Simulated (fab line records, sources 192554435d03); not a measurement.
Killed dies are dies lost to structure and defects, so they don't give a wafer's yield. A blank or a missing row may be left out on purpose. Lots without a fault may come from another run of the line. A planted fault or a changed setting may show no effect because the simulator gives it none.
A struck lot beside a sound one | flow n5_finfet | 27 steps out of a route of 1938
Sound: wafers L420.2, L420.5, L420.6. Struck: wafers L430.2, L430.3, L430.5. The cause comes at the end.
At each step with rows: each side's tool, then ch and its chambers, then its first start. Under that, the readings that differ: sound wafers | struck wafers | difference of the means | sigmas: that difference in standard deviations of wafers without a fault.
alike: readings whose means differ by less than 2 such deviations, and words and numbers that are the same on both sides. not compared: withheld readings, readings that some wafer has no value for, bounds like >300 that may hide the same value, and numbers for which the record gives no deviation and whose values overlap.
The two part at a step that has a row with sigmas, a row that says differs or no value, or rows on one side only. Numbers that don't overlap but have no deviation are shown without sigmas and don't part them. A reading that every wafer of one side lacks parts them only if that side has two wafers or more.

first, 1 step without rows for these wafers: N5_BEOL_M14_SPUTTER_44 (material Ta, target thk 15 nm, time 24.19 s).
N5_BEOL_M14_SPUTTER_45: material Cu, target thk 100 nm, time 16.67 s.
  sound on pvd_sputter-01, day 14 10:32; struck on pvd_sputter-03, day 17 00:46
  alike: cathode_dc_power_W, substrate_temp_c, throttle_valve_pct
then, 1 step without rows for these wafers: N5_BEOL_M14_ECD_47 (material Cu, target thk 1248 nm).
N5_BEOL_M14_ANNEAL_48: time 90 s.
  sound on rtp_anneal-02 ch 0, day 14 11:01; struck on rtp_anneal-01 ch 0, day 17 01:08
  alike: wafer_temp_C_max
then, 1 step without rows for these wafers: N5_BEOL_M14_CMP_49 (polishes, stops on SiO2, t overpolish 5.2 s, target thk 560 nm).
N5_BEOL_M14_THK_MEAS_50: measures by xrf.
  sound on film_metro-01, day 14 11:34; struck on film_metro-02, day 17 01:40
  alike: M14_THK
then, 1 step without rows for these wafers: N5_BEOL_M14_PRE_CLEAN_52 (time 15 s).
N5_BEOL_M14_DEP_53: deposits SiCN from 3MS/NH3, target thk 50 nm, time 17.8 s.
  sound on pecvd-04 ch 0,2, day 14 11:39; struck on pecvd-04 ch 0,2, day 17 01:45
  alike: showerhead_plenum_p_Torr, throttle_valve_pct
N5_BEOL_M14_RS_MEAS_54: measures by four-point-probe.
  sound on film_metro-02, day 14 11:43; struck on film_metro-01, day 17 01:50
  alike: M14_RS
N5_BEOL_M14_INSPECT_55: inspects for defects (darkfield).
  sound on defect_inspect-01, day 14 11:45; struck on defect_inspect-01, day 17 01:52
  alike: raw_defect_count
N5_BEOL_M15_ILD_DEP_00: deposits SiO2 from TEOS/O2, target thk 1629.3 nm, time 346.1 s.
  sound on pecvd-02 ch 0,2, day 14 11:47; struck on pecvd-02 ch 0,1,2, day 17 01:53
  alike: heater_power_w, showerhead_plenum_p_Torr, throttle_valve_pct
N5_BEOL_M15_THK_MEAS_01:
  sound on film_metro-02, day 14 12:02; struck on film_metro-01, day 17 02:08
  alike: M15_ILD_THK
N5_BEOL_M15_COAT_58: time 60 s, resist thk 89 nm.
  sound on litho_track-04 ch 0, day 14 12:04; struck on litho_track-04 ch 0, day 17 02:10
  reading                                    | sound                | struck               | difference | sigmas
  spin_speed_rpm (rpm)                       | 1497.7 1498.6 1499.3 | 1191.3 1192.9 1192.1 | -306.4     | -99 or more
  model.BARC_of_BEOL_M15_COAT_58.thk_nm (nm) | 89 89.2 88.8         | 99.8 99.8 99.4       | +10.7      |
then, 7 steps without rows for these wafers: N5_BEOL_M15_COAT_04 (resist thk 800 nm); N5_BEOL_M15_EBR_06; N5_BEOL_M15_SOFTBAKE_05 (time 60 s); N5_BEOL_M15_EXPOSE_07 (exposes mask V14); N5_BEOL_M15_PEB_08 (peb time 90 s); N5_BEOL_M15_DEVELOP_09 (develop time 45 s); N5_BEOL_M15_HARDBAKE_14 (time 120 s).
N5_BEOL_M15_CD_MEAS_10: target cd 360 nm.
  sound on cd_sem-01 ch 0, day 14 12:28; struck on cd_sem-01 ch 0, day 17 02:27
  alike: cd_nm
N5_BEOL_M15_OVL_MEAS_11:
  sound on overlay-02 ch 0, day 14 12:29; struck on overlay-01 ch 0, day 17 02:29
  alike: V14_OVL
N5_BEOL_M15_INSPECT_12: inspects for defects (macro).
  sound on defect_inspect-02, day 14 12:31; struck on defect_inspect-02, day 17 02:30
  alike: raw_defect_count
N5_BEOL_M15_DESCUM_15: chemistry O2, time 7.9 s.
  sound on rie_diel-06 ch 0,3, day 14 12:59; struck on rie_diel-04 ch 0,2,3, day 17 02:32
  alike: drypump_motor_current_A, oes_product_au, rf_vpp_V, showerhead_plenum_p_Torr, temp_c, throttle_valve_pct
  not compared: rf_hours_counter_h
N5_BEOL_M15_ETCH_59: etches BARC in N2/H2, target depth 89 nm, overetch 26.7 nm, time 67.9 s.
  sound on rie_diel-06 ch 0,3, day 14 13:01; struck on rie_diel-04 ch 0,2,3, day 17 02:34
  reading                  | sound          | struck            | difference | sigmas
  oes_product_au (a.u.)    | 0.61 0.72 0.61 | 0.67 0.77 0.89    | +0.13      | +2
  model.etch.depth_nm (nm) | 89 89.11 88.85 | 99.83 99.78 99.49 | +10.71     |
  alike: drypump_motor_current_A, h2_flow_sccm, rf_vpp_V, showerhead_plenum_p_Torr, throttle_valve_pct
  not compared: rf_hours_counter_h
then, 2 steps without rows for these wafers: N5_BEOL_M15_VIA_ETCH_16 (etches SiO2 in C4F8/O2/Ar, target depth 1792.2 nm); N5_PASSIVATION_PROBE_49.

WHERE THEY PART
First at N5_BEOL_M15_COAT_58; last, within this record, at N5_BEOL_M15_ETCH_59.

WHY: what the simulator had put in
Process parameter drift: litho_track-04, from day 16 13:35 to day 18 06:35, at N5_BEOL_M15_COAT_58. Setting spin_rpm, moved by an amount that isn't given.
